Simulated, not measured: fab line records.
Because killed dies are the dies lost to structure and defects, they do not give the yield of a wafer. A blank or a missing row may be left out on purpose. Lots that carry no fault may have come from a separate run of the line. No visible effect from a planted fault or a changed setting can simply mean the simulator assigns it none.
Matching of chambers ; flow nand_harc ; NHARC_A_BLC_STRIP_21 on rie_diel-03 has 4 sister chambers
The step strips in O2. 8 wafers are shown with their chamber, then 12 later ones without.

== WAFERS WITH THEIR CHAMBER ==
wafer;chamber;showerhead_plenum_p_Torr (Torr);drypump_motor_current_A (A)
L084.1;0;3.54;5.9
L084.3;3;3.39;5.4
L081.1;0;3.53;5.9
L081.2;3;3.39;5.4
L081.4;2;3.61;6.0
L087.1;2;3.61;6.1
L087.4;1;3.43;6.2
L087.6;1;3.43;6.2

== WAFERS WITH NO CHAMBER GIVEN ==
wafer;showerhead_plenum_p_Torr (Torr);drypump_motor_current_A (A)
L092.3;3.38;5.4
L092.4;3.43;6.2
L092.6;3.53;5.9
L097.1;3.38;5.4
L097.2;3.43;6.2
L097.5;3.38;5.4
L096.1;3.61;6.0
L096.3;3.43;6.2
L096.6;3.53;5.9
L095.3;3.61;6.0
L095.4;3.38;5.4
L095.6;3.53;5.9

== WHICH CHAMBER EACH ONE RAN IN ==
wafer;from the rows above;in truth
L092.3;3;3
L092.4;1;1
L092.6;0;0
L097.1;3;3
L097.2;1;1
L097.5;3;3
L096.1;2;2
L096.3;1;1
L096.6;0;0
L095.3;2;2
L095.4;3;3
L095.6;0;0
Placed correctly: 12 of 12. Can't be placed from these rows: 0. Number placed wrongly: 0.
How it was worked out, from the rows above alone: a wafer's distance from a chamber is the root of the sum, over the readings, of the square of ((its reading less the chamber's mean) divided by the reading's scatter). The wafer belongs to the nearest chamber; if the next one is less than 2 further off, it can't be placed. Each chamber's mean is taken over the wafers shown for it. The scatter: the root of (the sum of the squares of (reading less its chamber's mean) over the shown wafers, divided by (wafers less chambers)).
